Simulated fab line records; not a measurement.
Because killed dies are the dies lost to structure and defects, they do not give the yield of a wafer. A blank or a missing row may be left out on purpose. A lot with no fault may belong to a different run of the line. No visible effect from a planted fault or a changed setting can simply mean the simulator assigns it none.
Lot-split experiment -- flow n5 finfet -- route with 1938 steps; 7 lots, 21 wafers read

== ON THE SPLIT ==
At N5_PMOS_HMC_CHANNEL_EPI_PEB_07 (peb time 60 s), the setting peb temp c was moved away from the recipe's 110 C on 8 of the 21 wafers read, by -2.7% to +1.8%. The other wafers ran this setting at the recipe's value.

== THE PATH FROM SPLIT TO READING: the file shows 1 step between them ==
- N5_PMOS_HMC_CHANNEL_EPI_DEVELOP_08: develop time 30 s

== THE READING ==
cd nm at N5_PMOS_HMC_CHANNEL_EPI_CD_MEAS_09, given in nm (cd target 237.4 nm). On this fab line, fault-free wafers typically give 237.4 nm with a standard deviation of 0.89 nm.

wafer,"tool, chamber at the split","peb temp c as run, C",against the recipe,"cd nm, nm",against lot-mates on the recipe
L077.1,"litho track-01, 0",107,-2.7%,226.4,-10.9
L077.2,"litho track-01, 0",110,recipe,236.5,-
L077.4,"litho track-01, 0",110,recipe,238.2,-
L079.1,"litho track-04, 0",110,recipe,236.4,-
L079.3,"litho track-04, 0",110,recipe,236.2,-
L079.4,"litho track-04, 0",110,recipe,237.7,-
L087.1,"litho track-03, 0",112,+1.8%,241.8,+5.5
L087.2,"litho track-03, 0",110,recipe,235.9,-
L087.4,"litho track-03, 0",110,recipe,236.7,-
L089.2,"litho track-01, 0",110,recipe,236.1,-
L089.3,"litho track-01, 0",110,recipe,236.5,-
L089.6,"litho track-01, 0",110,recipe,235.8,-
L092.2,"litho track-03, 0",112,+1.8%,243.4,+7.1
L092.4,"litho track-03, 0",110,recipe,236.3,-
L092.5,"litho track-03, 0",112,+1.8%,242.7,+6.4
L093.3,"litho track-03, 0",111.1,+1.0%,240.4,+1.7
L093.5,"litho track-03, 0",111.1,+1.0%,242.5,+3.8
L093.6,"litho track-03, 0",110,recipe,238.7,-
L096.3,"litho track-01, 0",108.7,-1.2%,232.4,-5.0
L096.4,"litho track-01, 0",108.7,-1.2%,232.0,-5.4
L096.6,"litho track-01, 0",110,recipe,237.4,-

THE FIT
A straight line over all 21 wafers: cd nm changes by +3.64 nm for each +1% of peb temp c; r = +0.97; the points scatter about the line by 0.97 nm.
The same after taking each lot's own level away (the mean of its wafers on the recipe; 21 wafers): +3.74 nm for each +1%; r = +0.98; scatter 0.72 nm.
That fit puts the effect of the largest move of peb temp c on the reading at 10 nm.
Across the lots, their own levels run from 236.13 to 238.70 nm, a range of 2.9 times the standard deviation given above.
So the lot-to-lot level changes the slope little: the two slopes agree.
Check: with one of the wafers moved furthest among these (-2.7%) left out of the fit, the line predicts -10.1 nm for it against its lot-mates. Against them it came out at -10.9 nm.

== ADDITIONAL SPLITS CARRIED BY THESE WAFERS ==
Note: prior to the reading, these wafers also went through further splits. Each is held against what the fit with the lots' levels taken away leaves over:
other split on the same wafers,wafers away from the commonest value,r with cd nm (lot level and that fit taken away)
N5_PMOS_HMC_CHANNEL_EPI_HM_DEP_34 time s,4,-0.22

== THE WHOLE CHAIN: every reading that the file lists as answering this split, in the file's order ==
step,what it does,reading,change (the file's fit),r (the file's)
N5_PMOS_HMC_CHANNEL_EPI_CD_MEAS_09,target cd 237.4 nm,cd nm,+3.71 nm for each +1% of the setting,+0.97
N5_PMOS_HMC_CHANNEL_EPI_DESCUM_14,"chemistry O2, time 7.9 s","PMOS_HMC_CHANNEL_EPI.cd nm (the simulator's own value, which no gauge read)",+3.68 nm for each +1% of the setting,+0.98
N5_PMOS_HMC_CHANNEL_EPI_ETCH_32,"etches BARC in N2/H2, stops on SiO2, target depth 85.8 nm, time 50.3 s","PMOS_HMC_CHANNEL_EPI.cd nm (the simulator's own value, which no gauge read)",+3.39 nm for each +1% of the setting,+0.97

== THE FILE'S OWN FIT ==
cd nm changes by +3.71 nm for each +1% of peb temp c, r = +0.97.
